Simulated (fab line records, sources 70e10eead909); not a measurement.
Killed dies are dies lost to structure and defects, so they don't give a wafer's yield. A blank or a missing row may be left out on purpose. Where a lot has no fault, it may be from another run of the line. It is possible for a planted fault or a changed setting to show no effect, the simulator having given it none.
What tool caused it?	flow nandHarc	Sampling: 6 lots, 16 wafers, 4 of 1302 route steps

== WHAT THE GAUGES READ, wafer by wafer ==
NHARC_A_SGD_CUT_CD_MEAS_09: the cd target is 100 nm.
lot	measured	on	cdNm (nm)
L654	day 19 22:41	cdSem-02	101.2 100.3 101.0
L660	day 23 05:34	cdSem-01	99.7 100.8 100.0
L656	day 23 08:46	cdSem-01	99.9 100.0 99.5
L664	day 24 20:07	cdSem-02	99.9 100.1 99.2
L668	day 25 15:55	cdSem-03	99.3 99.8 99.8
L674	day 28 21:49	cdSem-01	98.6

== TOOL THAT RAN EACH LOT (tool first, then ch and the chambers of the sampled wafers, then the start) ==
lot	NHARC_A_STAIRCASE_ETCH_444	NHARC_A_STAIRCASE_STRIP_475	NHARC_A_STAIRCASE_DEP_471
L654	rieDiel-01 ch 0,1, day 19 14:19	rieDiel-10 ch 0,1,2, day 19 21:18 or earlier	pecvd-01 ch 1,2, day 19 21:18
L660	rieDiel-06 ch 1,2, day 22 21:41	rieDiel-06 ch 2,3, day 23 04:07 or earlier	pecvd-03 ch 0,1, day 23 04:07
L656	rieDiel-06 ch 0,2, day 23 00:59	rieDiel-10 ch 0,1,2, day 23 07:13 or earlier	pecvd-01 ch 0, day 23 07:13
L664	rieDiel-06 ch 1,2,3, day 24 12:12	rieDiel-10 ch 0,2,3, day 24 18:37 or earlier	pecvd-02 ch 0,2, day 24 18:37
L668	rieDiel-06 ch 0,1,2, day 25 06:51	rieDiel-06 ch 0,1,2, day 25 14:31 or earlier	pecvd-01 ch 0,1,2, day 25 14:31
L674	rieDiel-01 ch 3, day 28 13:13	rieDiel-10 ch 1, day 28 17:21 or earlier	pecvd-01 ch 0, day 28 17:21
- NHARC_A_STAIRCASE_ETCH_444: etches the open film in C4F8/O2, target depth 20400 nm, time 6800 s.
- NHARC_A_STAIRCASE_STRIP_475: strips in O2, time 20 s.
- NHARC_A_STAIRCASE_DEP_471: deposits SiO2, target thk 100 nm.

== THE ANSWER, worked out from the rows above alone ==
Rule: what is usual is taken from the lots themselves. The widest of any qualifying gaps counts: lots, ordered by their means at a reading, are off when they make up no more than a third of the lots, leave a main group of 4 or more, and stand apart from it by 3 or more times the standard deviation of that group's means. A main group whose means are all the same, to the digits that the tables above print for the reading, isn't used. A lot without any number at a reading at which 4 lots or more have one is off too. All remaining lots with rows at the step are treated as sound.
None of the lots is off at any reading shown; this tells nothing.

== WHAT HAD BEEN PUT IN BY THE SIMULATOR ==
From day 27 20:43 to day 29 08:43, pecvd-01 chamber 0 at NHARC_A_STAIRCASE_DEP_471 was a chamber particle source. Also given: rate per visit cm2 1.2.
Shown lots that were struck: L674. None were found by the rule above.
